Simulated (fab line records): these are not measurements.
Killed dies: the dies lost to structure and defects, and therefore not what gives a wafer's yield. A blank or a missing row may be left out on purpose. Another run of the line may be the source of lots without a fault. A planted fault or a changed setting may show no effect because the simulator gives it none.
Matching of chambers :: flow nand harc :: NHARC_P_ZERO_WELL_ETCH_65 on rie diel-02: 4 sister chambers
The step etches the open film in N2/H2, target depth 80 nm, overetch 24 nm, time 87.88 s. 14 wafers are shown with their chamber, then 7 later ones without.

## WAFERS, EACH WITH ITS CHAMBER
wafer: L673.1
chamber: 1
drypump motor current A (A): 6.0
showerhead plenum p Torr (Torr): 2.06
oes product au (a.u.): 0.991

wafer: L673.3
chamber: 3
drypump motor current A (A): 5.6
showerhead plenum p Torr (Torr): 2.07
oes product au (a.u.): 1.026

wafer: L673.5
chamber: 3
drypump motor current A (A): 5.6
showerhead plenum p Torr (Torr): 2.07
oes product au (a.u.): 1.026

wafer: L677.2
chamber: 1
drypump motor current A (A): 6.0
showerhead plenum p Torr (Torr): 2.05
oes product au (a.u.): 0.992

wafer: L677.3
chamber: 2
drypump motor current A (A): 4.9
showerhead plenum p Torr (Torr): 2.14
oes product au (a.u.): 1.004

wafer: L677.5
chamber: 3
drypump motor current A (A): 5.6
showerhead plenum p Torr (Torr): 2.07
oes product au (a.u.): 1.025

wafer: L679.1
chamber: 2
drypump motor current A (A): 4.8
showerhead plenum p Torr (Torr): 2.14
oes product au (a.u.): 0.995

wafer: L679.2
chamber: 0
drypump motor current A (A): 6.2
showerhead plenum p Torr (Torr): 2.06
oes product au (a.u.): 1.009

wafer: L679.3
chamber: 3
drypump motor current A (A): 5.6
showerhead plenum p Torr (Torr): 2.07
oes product au (a.u.): 1.015

wafer: L681.1
chamber: 3
drypump motor current A (A): 5.6
showerhead plenum p Torr (Torr): 2.07
oes product au (a.u.): 1.017

wafer: L681.3
chamber: 0
drypump motor current A (A): 6.3
showerhead plenum p Torr (Torr): 2.06
oes product au (a.u.): 1.009

wafer: L681.6
chamber: 0
drypump motor current A (A): 6.3
showerhead plenum p Torr (Torr): 2.06
oes product au (a.u.): 1.001

wafer: L688.3
chamber: 3
drypump motor current A (A): 5.6
showerhead plenum p Torr (Torr): 2.06
oes product au (a.u.): 1.018

wafer: L688.5
chamber: 0
drypump motor current A (A): 6.2
showerhead plenum p Torr (Torr): 2.06
oes product au (a.u.): 1.007

SIGNATURES (means of the wafers above)
reading: drypump motor current A
chamber 0: 6.250
chamber 1: 6.000
chamber 2: 4.850
chamber 3: 5.600
scatter within a chamber: 0.0387

reading: showerhead plenum p Torr
chamber 0: 2.0600
chamber 1: 2.0550
chamber 2: 2.1400
chamber 3: 2.0683
scatter within a chamber: 0.00365

reading: oes product au
chamber 0: 1.00650
chamber 1: 0.99150
chamber 2: 0.99950
chamber 3: 1.02117
scatter within a chamber: 0.00459
Rule: a wafer lies at a distance from a chamber equal to the root of the sum of squares, over the readings, of (its reading less the chamber's mean, divided by the reading's scatter). The wafer belongs to the nearest chamber; if the next one is less than 2 further off, it can't be placed. How the scatter is found: for the shown wafers, subtract from each reading the mean of its chamber, square and add these, divide the total by (wafers less chambers), then take the root.

## WAFERS WHOSE CHAMBER IS MISSING
wafer: L688.6
drypump motor current A (A): 5.6
showerhead plenum p Torr (Torr): 2.06
oes product au (a.u.): 1.023

wafer: L690.2
drypump motor current A (A): 6.2
showerhead plenum p Torr (Torr): 2.06
oes product au (a.u.): 1.007

wafer: L690.4
drypump motor current A (A): 4.9
showerhead plenum p Torr (Torr): 2.14
oes product au (a.u.): 0.990

wafer: L690.5
drypump motor current A (A): 5.6
showerhead plenum p Torr (Torr): 2.06
oes product au (a.u.): 1.018

wafer: L691.1
drypump motor current A (A): 5.6
showerhead plenum p Torr (Torr): 2.06
oes product au (a.u.): 1.016

wafer: L691.3
drypump motor current A (A): 6.0
showerhead plenum p Torr (Torr): 2.05
oes product au (a.u.): 0.990

wafer: L691.4
drypump motor current A (A): 6.3
showerhead plenum p Torr (Torr): 2.06
oes product au (a.u.): 0.998

## EACH ONE'S CHAMBER
wafer: L688.6
from the rows above: 3
in truth: 3

wafer: L690.2
from the rows above: 0
in truth: 0

wafer: L690.4
from the rows above: 2
in truth: 2

wafer: L690.5
from the rows above: 3
in truth: 3

wafer: L691.1
from the rows above: 3
in truth: 3

wafer: L691.3
from the rows above: 1
in truth: 1

wafer: L691.4
from the rows above: 0
in truth: 0
Placed correctly: 7 of 7. From these rows, 0 cannot be placed. Placed wrongly: 0.
